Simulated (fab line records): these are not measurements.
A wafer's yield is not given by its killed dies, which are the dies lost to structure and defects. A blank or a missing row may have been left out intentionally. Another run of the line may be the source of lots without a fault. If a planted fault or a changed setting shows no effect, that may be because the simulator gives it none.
Matching of chambers | flow n5_finfet | N5_BEOL_M5_CO_CAP_78 on cvd_co-02 has 3 sister chambers
The step material Co, precursor CCTBA/H2, target thk 2 nm, time 102.1 s. 24 wafers are shown with their chamber, then 12 later ones without.

== EACH WAFER AND ITS CHAMBER ==
wafer  | chamber | heater_power_w (W)
L079.1 | 0       | 251
L079.4 | 0       | 250
L079.6 | 1       | 241
L081.2 | 1       | 249
L081.4 | 1       | 240
L081.6 | 2       | 257
L082.2 | 1       | 243
L082.3 | 2       | 256
L082.6 | 1       | 251
L083.1 | 1       | 250
L083.3 | 2       | 264
L083.6 | 1       | 252
L084.1 | 1       | 249
L084.2 | 2       | 257
L084.5 | 2       | 262
L085.4 | 2       | 265
L085.5 | 0       | 255
L085.6 | 1       | 249
L089.1 | 1       | 246
L089.3 | 0       | 257
L089.4 | 2       | 260
L091.3 | 1       | 248
L091.4 | 0       | 259
L091.6 | 1       | 249

SIGNATURES (averages over the wafers above)
reading        | chamber 0 | chamber 1 | chamber 2 | scatter within a chamber
heater_power_w | 254.40    | 247.25    | 260.14    | 3.82
Rule: for a wafer and a chamber, the distance is found by dividing, reading by reading, the gap between the wafer's reading and the chamber's mean by the reading's scatter, squaring, summing and taking the root. If the next closest chamber is less than 2 further off than the closest, the wafer can't be placed; otherwise it belongs to the closest. The scatter: take each reading less its chamber's mean, square it, sum over the shown wafers, divide by the number of wafers less the number of chambers, and take the root.

== WAFERS MISSING THEIR CHAMBER ==
wafer  | heater_power_w (W)
L093.1 | 251
L093.4 | 264
L093.6 | 250
L090.2 | 264
L090.3 | 256
L090.5 | 256
L096.2 | 261
L096.3 | 257
L096.5 | 261
L097.2 | 246
L097.4 | 261
L097.5 | 244

== EACH ONE'S CHAMBER ==
wafer  | from the rows above          | in truth
L093.1 | can't be placed: 0 or 1 or 2 | 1
L093.4 | can't be placed: 2 or 0      | 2
L093.6 | can't be placed: 1 or 0 or 2 | 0
L090.2 | can't be placed: 2 or 0      | 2
L090.3 | can't be placed: 0 or 2 or 1 | 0
L090.5 | can't be placed: 0 or 2 or 1 | 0
L096.2 | can't be placed: 2 or 0      | 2
L096.3 | can't be placed: 0 or 2 or 1 | 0
L096.5 | can't be placed: 2 or 0      | 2
L097.2 | can't be placed: 1 or 0      | 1
L097.4 | can't be placed: 2 or 0      | 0
L097.5 | can't be placed: 1 or 0      | 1
0 of 12 placed correctly. Can't be placed from these rows: 12 (the true chamber is among the candidates in 12). 0 placed wrongly.
